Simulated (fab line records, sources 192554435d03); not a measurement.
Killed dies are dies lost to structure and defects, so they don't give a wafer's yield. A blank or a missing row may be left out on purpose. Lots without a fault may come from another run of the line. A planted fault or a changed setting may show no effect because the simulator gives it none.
A struck lot beside a sound one | flow n5_finfet | 15 steps out of a route of 1938
Sound: wafers L960.1, L960.2, L960.6. Struck: wafers L966.5, L966.6. (L966.4 of the same lot was not struck and is left out.) The cause comes at the end.
At each step with rows: each side's tool, then ch and its chambers, then its first start. Under that, the readings that differ: sound wafers | struck wafers | difference of the means | sigmas: that difference in standard deviations of wafers without a fault.
alike: readings whose means differ by less than 2 such deviations, and words and numbers that are the same on both sides. not compared: withheld readings, readings that some wafer has no value for, bounds like >300 that may hide the same value, and numbers for which the record gives no deviation and whose values overlap.
The two part at a step that has a row with sigmas, a row that says differs or no value, or rows on one side only. Numbers that don't overlap but have no deviation are shown without sigmas and don't part them. A reading that every wafer of one side lacks parts them only if that side has two wafers or more.

first, 2 steps without rows for these wafers: N5_PASSIVATION_DEVELOP_29 (develop time 60 s); N5_PASSIVATION_HARDBAKE_31 (time 120 s).
N5_PASSIVATION_CD_MEAS_30: target cd 4000 nm.
  sound on cd_sem-02 ch 0, day 13 12:12; struck on cd_sem-02 ch 0, day 15 04:43
  alike: cd_nm
N5_PASSIVATION_OVL_MEAS_63:
  sound on overlay-02 ch 0, day 13 12:14; struck on overlay-01 ch 0, day 15 04:45
  alike: PAD_OVL
N5_PASSIVATION_INSPECT_64: inspects for defects (macro).
  sound on defect_inspect-01, day 13 12:16; struck on defect_inspect-02, day 15 04:46
  alike: raw_defect_count
N5_PASSIVATION_DESCUM_32: chemistry O2, time 7.9 s.
  sound on rie_diel-04 ch 0,1,3, day 13 12:39; struck on rie_diel-03 ch 2,3, day 15 04:50
  alike: drypump_motor_current_A, oes_product_au, rf_vpp_V, showerhead_plenum_p_Torr, throttle_valve_pct
  not compared: rf_hours_counter_h
N5_PASSIVATION_AL_ETCH_33: etches Al in Cl2/BCl3, stops on TaN, target depth 2800 nm, time 466.7 s.
  sound on rie_metal-02 ch 0,1, day 13 12:44; struck on rie_metal-02 ch 0,1, day 15 05:04
  alike: drypump_motor_current_A, oes_product_au, throttle_valve_pct
  not compared: rf_hours_counter_h
N5_PASSIVATION_ETCH_59: etches TaN in Cl2/BCl3, target depth 65 nm, time 34.9 s.
  sound on rie_metal-02 ch 0,1, day 13 13:08; struck on rie_metal-02 ch 0,1, day 15 05:22
  alike: drypump_motor_current_A, oes_product_au, throttle_valve_pct
  not compared: rf_hours_counter_h
N5_PASSIVATION_STRIP_34: strips in O2.
  sound on rie_diel-04 ch 0,1,2, day 13 13:39; struck on rie_diel-04 ch 0,3, day 15 05:27
  alike: drypump_motor_current_A, oes_product_au, rf_vpp_V, showerhead_plenum_p_Torr, throttle_valve_pct
  not compared: rf_hours_counter_h
then, 3 steps without rows for these wafers: N5_PASSIVATION_STRIP_51 (strips in post etch residue remover, time 1200 s); N5_PASSIVATION_CLEAN_69 (cleans in IPA, time 180 s); N5_PASSIVATION_SRD_70 (time 30 s).
N5_PASSIVATION_PECVD_53: deposits SiO2 from TEOS/O2, target thk 800 nm, time 169.4 s.
  sound on pecvd-02 ch 0,1, day 13 14:09; struck on pecvd-02 ch 0,1, day 15 06:01
  reading                                        | sound             | struck      | difference | sigmas
  run_length_s (s)                               | 197.0 197.0 196.4 | 203.9 203.6 | +6.9       | +11
  model.SiO2_of_PASSIVATION_PECVD_53.thk_nm (nm) | 805.6 801.8 818   | 836.2 831.6 | +25.4      |
  alike: susceptor_temp_C
N5_PASSIVATION_PECVD_35: deposits SiNx from SiH4/NH3/N2, target thk 700 nm, time 151.3 s.
  sound on pecvd-02 ch 0,1, day 13 14:16; struck on pecvd-02 ch 0,1, day 15 06:07
  alike: heater_power_w, run_length_s, showerhead_plenum_p_Torr, susceptor_temp_C, throttle_valve_pct
N5_PASSIVATION_PROBE_49:
  the record has rows for the struck wafers here (prober-02, day 15 10:10) and none for the sound ones

WHERE THEY PART
First at N5_PASSIVATION_PECVD_53; last, within this record, at N5_PASSIVATION_PROBE_49.

WHY: what the simulator had put in
Process parameter drift: pecvd-02, from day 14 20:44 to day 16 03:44, at N5_PASSIVATION_PECVD_53. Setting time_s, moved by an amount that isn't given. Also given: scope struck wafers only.
